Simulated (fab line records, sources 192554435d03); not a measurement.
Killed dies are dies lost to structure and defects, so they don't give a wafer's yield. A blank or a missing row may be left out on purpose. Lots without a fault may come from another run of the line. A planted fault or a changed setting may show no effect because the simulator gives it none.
Chamber matching | flow n5_finfet | N5_DUMMY_GATE_STRIP_41 on rie_diel-06: 4 sister chambers
The step strips in O2. 8 wafers are shown with their chamber, then 9 later ones without.

WAFERS WITH THEIR CHAMBER
wafer  | chamber | showerhead_plenum_p_Torr (Torr) | drypump_motor_current_A (A)
L078.3 | 0       | 2.10                            | 5.5
L086.5 | 1       | 2.02                            | 4.9
L086.6 | 0       | 2.09                            | 5.6
L090.2 | 1       | 2.02                            | 4.9
L090.4 | 2       | 2.00                            | 5.0
L091.2 | 2       | 2.00                            | 5.0
L091.3 | 3       | 1.99                            | 5.5
L091.5 | 3       | 1.99                            | 5.5

WAFERS WITHOUT THEIR CHAMBER
wafer  | showerhead_plenum_p_Torr (Torr) | drypump_motor_current_A (A)
L094.2 | 2.02                            | 5.0
L094.3 | 2.00                            | 5.0
L094.4 | 1.99                            | 5.6
L095.1 | 1.99                            | 5.6
L095.3 | 2.02                            | 4.9
L095.5 | 2.00                            | 5.0
L096.1 | 2.09                            | 5.5
L096.3 | 2.02                            | 5.0
L096.5 | 2.02                            | 4.9

WHICH CHAMBER EACH WENT THROUGH
wafer  | from the rows above | in truth
L094.2 | 1                   | 1
L094.3 | 2                   | 2
L094.4 | 3                   | 3
L095.1 | 3                   | 3
L095.3 | 1                   | 1
L095.5 | 2                   | 2
L096.1 | 0                   | 0
L096.3 | 1                   | 1
L096.5 | 1                   | 1
Placed correctly: 9 of 9. Can't be placed from these rows: 0. Placed wrongly: 0.
How it was worked out, from the rows above alone: a wafer's distance from a chamber is the root of the sum, over the readings, of the square of ((its reading less the chamber's mean) divided by the reading's scatter). The wafer belongs to the nearest chamber; if the next one is less than 2 further off, it can't be placed. A chamber's mean is the mean of its shown wafers. The scatter: the root of (the sum of the squares of (reading less its chamber's mean) over the shown wafers, divided by (wafers less chambers)).
